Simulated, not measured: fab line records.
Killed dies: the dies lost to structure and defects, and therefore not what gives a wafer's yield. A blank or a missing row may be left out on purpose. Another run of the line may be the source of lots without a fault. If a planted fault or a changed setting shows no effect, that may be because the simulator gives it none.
fab line records	flow n5Finfet
record: lots: 6	wafers: 18	lastDay: 17
route steps=1938 shown BEOL_M7@1320 BEOL_M8@1332 PASSIVATION@1936
lots untouched by any fault: they come from a run of this same line in which no faults occurred
startH: start of the lot's first displayed wafer, in hours after the record's first day	waitH: hours from the lot's prior step to this one	" unchanged from the row above	L1.1+2: one row covering several wafers at once	- value missing, or start not given	* or withheld: withheld	< > ~ a bound
route shown NAME@n: a module of which the file shows steps, and the number in the route of the first	usual: the fault-free wafers' mean and standard deviation	same: alike in all rows	chamber/n: place in a boat	sites: per-site readings	_std_site: the values' standard deviation	_edge_site: outer sites' mean less inner sites'	radiusMm: how far each site lies from the wafer's centre	mask NAME#n: copy n	behind: the most recent tool/chamber to have shaped the wafer	hold: what put the lot on hold/how long, in hours/how the hold closed	device: which transistor (n, p or np) failed to switch	end of line: tests of these same wafers at the route's end	a step without rows: its recipe alone	killed: count of dies lost to structure and defects at first sort (not the wafer's yield)	map: dies across one wafer; x = killed, . = not, _ = none there
set.NAME: the setting as run; set.NAME@STEP: as run at that earlier step	model.NAME: the simulator's own value behind a step, which no gauge read
lots at some steps of the route; a table a step, a row a wafer
services: from which hour (startH, from the record's first day; less than 0 if before it) a tool's chamber was out of use, for how many hours, and why
== steps ==
step: N5_BEOL_M7_ALD_77
recipe: material: TaN	targetThkA: 20	tempC: 275	aldPrecursorFamily: PDMAT	aldCoReactant: NH3	pressureTorr: 3	carrierFlowSccm: 1500	pulseTimeS: 2	purgeTimeS: 3	coReactantPurgeTimeS: 2	coReactantPulseTimeS: 3	aldCycles: 40	precursorVesselTempC: 75	precursorVesselPressureTorr: 26.25	precursorVesselCarrierSccm: 1000
usual: heaterPowerW: 436/48
same: pulseTimeS: 2
lot.wafer	tool	chamber	startH	waitH	heaterPowerW
L165.2	aldMetal-02	3	210.59	0.3	452
L165.3	"	1	"	"	345
L165.6	"	1	"	"	351
L172.1	aldMetal-01	3	243.62	0.0	415
L172.3	"	0	"	"	409
L172.4	"	2	"	"	425
L180.1	aldMetal-02	2	309.62	0.1	370
L180.2	"	1	"	"	353
L180.6	"	1	"	"	354
L183.2	aldMetal-04	2	309.66	0.1	430
L183.3	"	0	"	"	392
L183.5	"	1	"	"	430
L182.1	aldMetal-01	2	310.46	0.0	413
L182.3	"	3	"	"	415
L182.6	"	0	"	"	397
L186.2	aldMetal-04	1	335.07	0.0	434
L186.4	"	2	"	"	415
L186.6	"	3	"	"	532
step: N5_BEOL_M7_SURFACE_TREAT_79
recipe: gas: Ar	timeS: *	ionEnergyEv: *	ionCurrentMaCm2: 0.5	pressureMtorr: *	arFlowSccm: 30
usual: arFlowSccm: 30.01/0.093	throttleValvePct: *
lot.wafer	tool	chamber	startH	waitH	arFlowSccm	throttleValvePct
L165.2	pvdSputter-02	-	211.99	1.3	30.06	*
L165.3	"	-	"	"	30.10	*
L165.6	"	-	"	"	29.98	*
L172.1	pvdSputter-02	-	243.96	0.2	30.00	*
L172.3	"	-	"	"	29.91	*
L172.4	"	-	"	"	30.11	*
L180.1	pvdSputter-03	-	310.28	0.5	29.99	*
L180.2	"	-	"	"	30.00	*
L180.6	"	-	"	"	30.09	*
L183.2	pvdSputter-03	-	310.32	0.5	30.18	*
L183.3	"	-	"	"	30.02	*
L183.5	"	-	"	"	29.94	*
L182.1	pvdSputter-03	-	310.76	0.2	30.14	*
L182.3	"	-	"	"	30.06	*
L182.6	"	-	"	"	30.00	*
L186.2	pvdSputter-01	-	335.46	0.3	30.04	*
L186.4	"	-	"	"	30.03	*
L186.6	"	-	"	"	29.92	*
step: N5_BEOL_M7_CVD_78
recipe: material: Co	targetThkA: 20	tempC: withheld	precursor: CCTBA/H2	pressureTorr: 30	timeS: 142.3
step: N5_BEOL_M7_SPUTTER_48
recipe: material: Cu	targetThkA: 100	tempC: -20	biasV: 60	powerW: 26000	chamberPressurePa: 0.13	timeS: 1.667
step: N5_BEOL_M7_ECD_50
recipe: material: Cu	targetThkA: 3000
step: N5_BEOL_M7_ANNEAL_51
recipe: tempC: 225	timeS: 90	ambient: N2
usual: annealTempCMax: 225.86/0.25	wafer_temp_C_max: 226.2/0.33
lot.wafer	tool	chamber	startH	waitH	annealTempCMax	wafer_temp_C_max
L165.2	rtpAnneal-01	0	212.46	0.1	225.58	226.7
L165.3	"	0	"	"	225.89	226.5
L165.6	"	0	"	"	225.46	227.0
L172.1	rtpAnneal-02	0	244.68	0.3	225.84	226.2
L172.3	"	0	"	"	225.96	225.8
L172.4	"	0	"	"	225.87	226.1
L180.1	rtpAnneal-01	0	310.93	0.2	225.64	226.6
L180.2	"	0	"	"	225.73	226.3
L180.6	"	0	"	"	225.62	226.3
L183.2	rtpAnneal-02	0	311.04	0.2	225.79	226.4
L183.3	"	0	"	"	225.88	225.9
L183.5	"	0	"	"	225.83	226.3
L182.1	rtpAnneal-01	0	311.21	0.1	226.07	226.1
L182.3	"	0	"	"	226.57	226.7
L182.6	"	0	"	"	226.10	226.7
L186.2	rtpAnneal-01	0	336.62	0.4	225.40	226.6
L186.4	"	0	"	"	225.37	226.6
L186.6	"	0	"	"	225.68	226.3
step: N5_BEOL_M7_CMP_52
recipe: stopOn: SiCOH_lowk	tOverpolishS: 6.9	downForcePsi: 1	platenRpm: 50	clearingPlatenDownForcePsi: 1.5	clearingPlatenRpm: 50	postCmpClean: cuAlkaline	targetThkNm: 80	clearingPlatenPadVelocityMS: 0.99484	padVelocityMS: 0.99484
step: N5_BEOL_M7_THK_MEAS_53
recipe: thkMeasGauge: xrf	reads: Cu_of_BEOL_M7_ECD_50
usual: M7_THK: 80.0/2.4
lot.wafer	tool	chamber	startH	waitH	M7_THK[nm]
L165.2	filmMetro-02	-	213.01	-	81.6
L165.3	"	-	"	"	78.3
L165.6	"	-	"	"	79.0
L172.1	filmMetro-02	-	245.27	-	83.5
L172.3	"	-	"	"	77.2
L172.4	"	-	"	"	74.3
L180.1	filmMetro-02	-	311.54	-	80.8
L180.2	"	-	"	"	78.5
L180.6	"	-	"	"	78.1
L183.2	filmMetro-01	-	311.60	-	79.6
L183.3	"	-	"	"	79.3
L183.5	"	-	"	"	83.0
L182.1	filmMetro-02	-	311.83	-	82.5
L182.3	"	-	"	"	83.9
L182.6	"	-	"	"	76.4
L186.2	filmMetro-02	-	337.17	-	78.0
L186.4	"	-	"	"	82.3
L186.6	"	-	"	"	81.5
step: N5_BEOL_M7_PRE_CLEAN_55
recipe: gas: NH3	timeS: 15	tempC: withheld	rfPowerW: 300
step: N5_BEOL_M7_DEP_56
recipe: material: SiCN	targetThkA: 100	tempC: withheld	precursor: 3MS/NH3	pressureTorr: 3	rfW: 202	timeS: 17.5
usual: showerheadPlenumPTorr: 3.663/0.012	throttleValvePct: 8.9/0.66
lot.wafer	tool	chamber	startH	waitH	showerheadPlenumPTorr	throttleValvePct
L165.2	pecvd-01	2	213.07	0.0	3.685	8.0
L165.3	"	1	"	"	3.647	8.8
L165.6	"	2	"	"	3.691	8.2
L172.1	pecvd-02	1	245.34	0.0	3.662	9.3
L172.3	"	1	"	"	3.669	9.0
L172.4	"	0	"	"	3.648	8.3
L180.1	pecvd-01	0	311.60	0.0	3.671	9.0
L180.2	"	2	"	"	3.683	8.2
L180.6	"	2	"	"	3.684	8.1
L183.2	pecvd-04	2	311.66	0.0	3.654	8.5
L183.3	"	1	"	"	3.677	10.2
L183.5	"	2	"	"	3.652	8.4
L182.1	pecvd-02	2	311.89	0.0	3.655	9.1
L182.3	"	1	"	"	3.654	9.2
L182.6	"	0	"	"	3.654	8.2
L186.2	pecvd-01	2	337.23	0.0	3.684	8.2
L186.4	"	2	"	"	3.688	8.1
L186.6	"	1	"	"	3.658	8.8
step: N5_BEOL_M7_RS_MEAS_57
recipe: thkMeasGauge: four-point-probe	reads: Cu_of_BEOL_M7_ECD_50+Co_of_BEOL_M7_CVD_78+TaN_of_BEOL_M7_ALD_77
usual: M7_RS: 0.286/0.0098
lot.wafer	tool	chamber	startH	waitH	M7_RS[ohm/sq]
L165.2	filmMetro-02	-	213.14	0.1	0.279
L165.3	"	-	"	"	0.292
L165.6	"	-	"	"	0.289
L172.1	filmMetro-01	-	245.43	0.1	0.268
L172.3	"	-	"	"	0.295
L172.4	"	-	"	"	0.309
L180.1	filmMetro-02	-	311.67	0.1	0.282
L180.2	"	-	"	"	0.289
L180.6	"	-	"	"	0.291
L183.2	filmMetro-02	-	311.73	0.1	0.288
L183.3	"	-	"	"	0.290
L183.5	"	-	"	"	0.273
L182.1	filmMetro-01	-	311.96	0.1	0.278
L182.3	"	-	"	"	0.271
L182.6	"	-	"	"	0.302
L186.2	filmMetro-02	-	337.30	0.1	0.293
L186.4	"	-	"	"	0.275
L186.6	"	-	"	"	0.278
step: N5_BEOL_M7_INSPECT_58
recipe: inspectInstrument: darkfield	mode: postDep
usual: rawDefectCount: 70/23
lot.wafer	tool	chamber	startH	waitH	rawDefectCount
L165.2	defectInspect-01	-	213.17	0.0	88
L165.3	"	-	"	"	84
L165.6	"	-	"	"	56
L172.1	defectInspect-01	-	245.46	0.0	66
L172.3	"	-	"	"	55
L172.4	"	-	"	"	57
L180.1	defectInspect-02	-	311.70	0.0	61
L180.2	"	-	"	"	80
L180.6	"	-	"	"	48
L183.2	defectInspect-02	-	311.76	0.0	94
L183.3	"	-	"	"	99
L183.5	"	-	"	"	73
L182.1	defectInspect-02	-	311.99	0.0	58
L182.3	"	-	"	"	31
L182.6	"	-	"	"	40
L186.2	defectInspect-01	-	337.33	0.0	79
L186.4	"	-	"	"	40
L186.6	"	-	"	"	70
step: N5_BEOL_M8_ILD_DEP_00
recipe: material: SiCOH_lowk	targetThkA: 1797.5	tempC: 300	precursor: DEMS/porogen	pressureTorr: 5	rfW: 500	timeS: 33.4
usual: heaterPowerW: 292/56	showerheadPlenumPTorr: 5.741/0.017	susceptorTempC: 300.02/0.19	throttleValvePct: 13.7/1
lot.wafer	tool	chamber	startH	waitH	heaterPowerW	showerheadPlenumPTorr	susceptorTempC	throttleValvePct	model.SiCOH_lowk_of_BEOL_M8_ILD_DEP_00.thkNm
L165.2	pecvd-03	1	213.20	0.0	353	5.764	299.91	14.4	181.8
L165.3	"	1	"	"	371	5.769	299.95	14.3	182.6
L165.6	"	0	"	"	369	5.732	299.89	13.3	179
L172.1	pecvd-04	2	245.49	0.0	231	5.726	300.17	12.9	176.8
L172.3	"	0	"	"	299	5.733	299.87	14.7	177.6
L172.4	"	2	"	"	237	5.725	300.06	12.7	180.6
L180.1	pecvd-03	0	311.73	0.0	374	5.754	303.86	13.4	175.6
L180.2	"	1	"	"	388	5.776	299.99	14.2	178.8
L180.6	"	1	"	"	383	5.752	300.18	14.4	181.4
L183.2	pecvd-03	1	311.80	0.0	378	5.763	300.08	14.5	181.2
L183.3	"	2	"	"	217	5.730	300.25	12.7	178.2
L183.5	"	0	"	"	350	5.733	303.68	13.8	177.8
L182.1	pecvd-04	2	312.02	0.0	252	5.718	299.78	12.8	177
L182.3	"	0	"	"	267	5.728	300.30	14.7	179.8
L182.6	"	0	"	"	271	5.734	299.79	14.7	179.8
L186.2	pecvd-04	2	337.37	0.0	234	5.726	300.15	13.1	178
L186.4	"	0	"	"	307	5.724	299.99	14.6	180
L186.6	"	2	"	"	237	5.728	299.99	12.7	181
step: N5_BEOL_M8_CURE_74
recipe: tempC: 385	timeS: 240	ambient: He/Ar	material: SiCOH_lowk
usual: lampPowerPct: 52.32/0.053	wafer_temp_C_max: 386.9/0.64
lot.wafer	tool	chamber	startH	waitH	lampPowerPct	wafer_temp_C_max
L165.2	uvCure-01	2	213.68	0.5	52.33	386.6
L165.3	"	2	"	"	52.31	386.9
L165.6	"	2	"	"	52.26	386.6
L172.1	uvCure-01	2	245.56	0.0	52.35	386.6
L172.3	"	2	"	"	52.29	386.4
L172.4	"	2	"	"	52.42	387.0
L180.1	uvCure-01	0	312.01	0.3	52.31	386.2
L180.2	"	0	"	"	52.32	386.5
L180.6	"	0	"	"	52.30	386.7
L183.2	uvCure-02	0	312.09	0.3	52.26	385.8
L183.3	"	0	"	"	52.30	386.2
L183.5	"	0	"	"	52.30	386.2
L182.1	uvCure-01	2	312.49	0.4	52.37	386.8
L182.3	"	2	"	"	52.33	386.5
L182.6	"	2	"	"	52.26	386.6
L186.2	uvCure-03	2	337.59	0.2	52.40	387.3
L186.4	"	2	"	"	52.41	387.2
L186.6	"	2	"	"	52.27	387.7
step: N5_PASSIVATION_PROBE_49
usual: defectLimitedYield: 91.6/1.4	killed_at_M0_to_M3: 32/9.5	killed_at_M4_up: 13/6	killedAtContacts: 12/5.6	killedAtFrontEnd: 39/11	killedAtOther: 2.8/2.3	killedDies: 99/16	killedOpen: 65/12	killedShort: 32/7.6	sort_bin_4_leakage: 0.1/0.88	sort_bin_5_function: 4.8/0.88	sort_bin_6_memory: 3.2/0.65	sort_bin_8_speed: 0.2/2	sortNPass: 1077/29	sortYieldPct: 91.2/2.5
same: grossDies: 1180	killedAtBackSide: 0
lot.wafer	tool	chamber	startH	waitH	defectLimitedYield[%]	killed_at_M0_to_M3	killed_at_M4_up	killedAtContacts	killedAtFrontEnd	killedAtOther	killedDies	killedOpen	killedShort	sort_bin_4_leakage[%]	sort_bin_5_function[%]	sort_bin_6_memory[%]	sort_bin_8_speed[%]	sortNPass	sortYieldPct[%]
L165.2	prober-02	-	299.51	0.1	90.4	51	7	24	28	3	113	77	33	0	6.4	3.1	0	1067	90.4
L165.3	prober-02	-	299.56	0.1	92.0	30	9	21	32	2	94	65	27	0	4.5	3.1	0	1086	92.0
L165.6	prober-02	-	299.71	0.3	89.8	48	13	22	34	3	120	69	48	0.6	5.3	4.5	0	1053	89.2
L180.1	prober-02	-	398.53	0.0	92.8	33	4	6	42	0	85	48	30	0	3.6	2.5	0	1095	92.8
L180.2	prober-02	-	398.58	0.1	92.3	38	4	16	33	0	91	59	32	0	4.5	2.9	0	1089	92.3
L180.6	prober-02	-	398.78	0.3	93.6	47	5	3	19	1	75	47	24	0	3.3	2.5	0	1105	93.6
killed by level:class
L165.2 MOL_CONTACT_COAG:geometricParticle:open=20 BEOL_M2:geometricParticle:open=15 BEOL_M1:geometricParticle:open=11 BEOL_M0_SAQP:geometricParticle:short=8 BEOL_M0_SAQP:geometricParticle:open=6 FIN_SAQP:geometricParticle:open=5 FIN_SAQP:geometricParticle:short=5 BEOL_M3:geometricParticle:open=5
L165.3 MOL_CONTACT_COAG:geometricParticle:open=16 BEOL_M0_SAQP:geometricParticle:short=9 STI_FIN_REVEAL:geometricParticle:open=8 BEOL_M0_SAQP:geometricParticle:open=8 FIN_SAQP:geometricParticle:open=5 MOL_CONTACT_COAG:geometricParticle:short=5 DUMMY_GATE:geometricParticle:open=4 BEOL_M1:geometricParticle:open=4
L165.6 MOL_CONTACT_COAG:geometricParticle:open=13 MOL_CONTACT_COAG:geometricParticle:short=9 BEOL_M1:geometricParticle:open=9 BEOL_M1:geometricParticle:short=9 BEOL_M2:geometricParticle:open=9 FIN_SAQP:geometricParticle:open=8 BEOL_M0_SAQP:geometricParticle:open=7 BEOL_M0_SAQP:geometricParticle:short=6
L180.1 STI_FIN_REVEAL:geometricParticle:open=9 BEOL_M3:geometricParticle:open=8 BEOL_M0_SAQP:geometricParticle:open=7 BEOL_M2:geometricParticle:open=7 HKMG_FIN:areaEtch=7 FIN_SAQP:geometricParticle:short=6 BEOL_M0_SAQP:geometricParticle:short=6 GATE_CUT:geometricParticle:short=5
L180.2 MOL_CONTACT_COAG:geometricParticle:open=15 BEOL_M0_SAQP:geometricParticle:short=10 FIN_SAQP:geometricParticle:short=8 BEOL_M0_SAQP:geometricParticle:open=7 BEOL_M1:geometricParticle:open=7 STI_FIN_REVEAL:geometricParticle:open=6 FIN_SAQP:geometricParticle:open=5 BEOL_M3:geometricParticle:open=4
L180.6 BEOL_M0_SAQP:geometricParticle:short=11 BEOL_M3:geometricParticle:open=10 BEOL_M1:geometricParticle:open=9 BEOL_M2:geometricParticle:open=8 STARTING-WAFER:geometricParticle:short=4 HKMG_FIN:areaEtch=4 STI_FIN_REVEAL:geometricParticle:open=3 MOL_CONTACT_COAG:geometricParticle:open=3
== services ==
tool	chamber	startH	hours	kind
aldMetal-02	-	198.18	6.0	pm
pecvd-04	0	198.47	5.0	repair
uvCure-01	-	201.18	7.5	pm
pecvd-03	2	202.38	-	clean
pecvd-03	2	202.38	-	consumableReplace:showerhead
aldMetal-02	-	205.63	1.7	repair
uvCure-02	-	211.34	5.0	pm
rtpAnneal-01	-	214.33	2.1	pm
uvCure-02	-	216.34	7.5	pm
pecvd-01	-	222.27	2.8	pm
aldMetal-02	0	222.95	4.6	repair
pecvd-03	-	228.10	5.5	pm
pecvd-04	2	228.18	5.5	scheduledDown
uvCure-02	-	228.90	3.4	pm
uvCure-02	-	233.65	6.0	pm
pecvd-01	0	237.40	3.7	repair
pecvd-01	2	250.46	9.1	repair
uvCure-03	-	265.82	1.0	pm
aldMetal-04	3	266.68	12.9	repair
uvCure-02	-	272.40	7.0	repair
aldMetal-04	2	283.63	8.0	repair
aldMetal-02	3	294.30	24.3	repair
pecvd-04	-	331.13	1.0	repair
aldMetal-02	-	337.25	14.0	pm
== key ==
firstSign: step: N5_BEOL_M8_ILD_DEP_00	reading: susceptorTempC	direction: up	sigmas: 20	usual: *	struck: *
effect none on later readings
modelEffect: step: N5_BEOL_M8_ILD_DEP_00	value: SiCOH_lowk_of_BEOL_M8_ILD_DEP_00.thkNm	without: 180.5	struck: 176.7
metAt N5_BEOL_M8_ILD_DEP_00
struckWafers L180.1,L183.5
onsetBetween 213.20 311.73
fault: kind: processParameterDrift	tool: pecvd-03	chamber: 0	onsetH: 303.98	steps: N5_BEOL_M8_ILD_DEP_00	channel: tempC	offset: *	shape: step	endH: 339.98	actsIn: *	stated: *
